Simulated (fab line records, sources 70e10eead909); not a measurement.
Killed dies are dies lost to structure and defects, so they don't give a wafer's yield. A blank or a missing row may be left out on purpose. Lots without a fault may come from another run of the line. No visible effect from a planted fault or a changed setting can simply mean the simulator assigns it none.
Chamber matching / flow nandHarc / pecvd-04 running NHARC_A_M0_PRE_CLEAN_31: 3 sister chambers
The step time 12 s. 3 wafers are shown with their chamber, then 11 later ones without.

== WAFERS WITH THEIR CHAMBER ==
wafer=L089.3; chamber=2; heaterPowerW (W)=475
wafer=L089.4; chamber=0; heaterPowerW (W)=621
wafer=L087.1; chamber=1; heaterPowerW (W)=502

== WAFERS WHOSE CHAMBER IS MISSING ==
wafer=L087.5; heaterPowerW (W)=481
wafer=L087.6; heaterPowerW (W)=646
wafer=L088.4; heaterPowerW (W)=693
wafer=L088.5; heaterPowerW (W)=516
wafer=L088.6; heaterPowerW (W)=488
wafer=L094.1; heaterPowerW (W)=524
wafer=L094.3; heaterPowerW (W)=650
wafer=L094.6; heaterPowerW (W)=524
wafer=L094.2; heaterPowerW (W)=456
wafer=L094.4; heaterPowerW (W)=453
wafer=L094.5; heaterPowerW (W)=644

== EACH ONE'S CHAMBER ==
wafer=L087.5; from the rows above=can't be placed: 2 or 1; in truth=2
wafer=L087.6; from the rows above=0; in truth=0
wafer=L088.4; from the rows above=0; in truth=0
wafer=L088.5; from the rows above=can't be placed: 1 or 2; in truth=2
wafer=L088.6; from the rows above=can't be placed: 2 or 1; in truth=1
wafer=L094.1; from the rows above=can't be placed: 1 or 2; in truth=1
wafer=L094.3; from the rows above=0; in truth=0
wafer=L094.6; from the rows above=can't be placed: 1 or 2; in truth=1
wafer=L094.2; from the rows above=can't be placed: 2 or 1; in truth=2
wafer=L094.4; from the rows above=can't be placed: 2 or 1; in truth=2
wafer=L094.5; from the rows above=0; in truth=0
4 of 11 placed correctly. Cannot be placed on the basis of these rows: 7; the candidates contain the true chamber in 7. Placed wrongly: 0.
How it was worked out, from the rows above alone: a wafer's distance from a chamber is the root of the sum, over the readings, of the square of ((its reading less the chamber's mean) divided by the reading's scatter). The wafer belongs to the nearest chamber; if the next one is less than 2 further off, it can't be placed. The mean given for a chamber averages the wafers shown for that chamber. The scatter: root of mean squared gap, hidden wafer to nearest shown wafer, with one shown wafer a chamber.
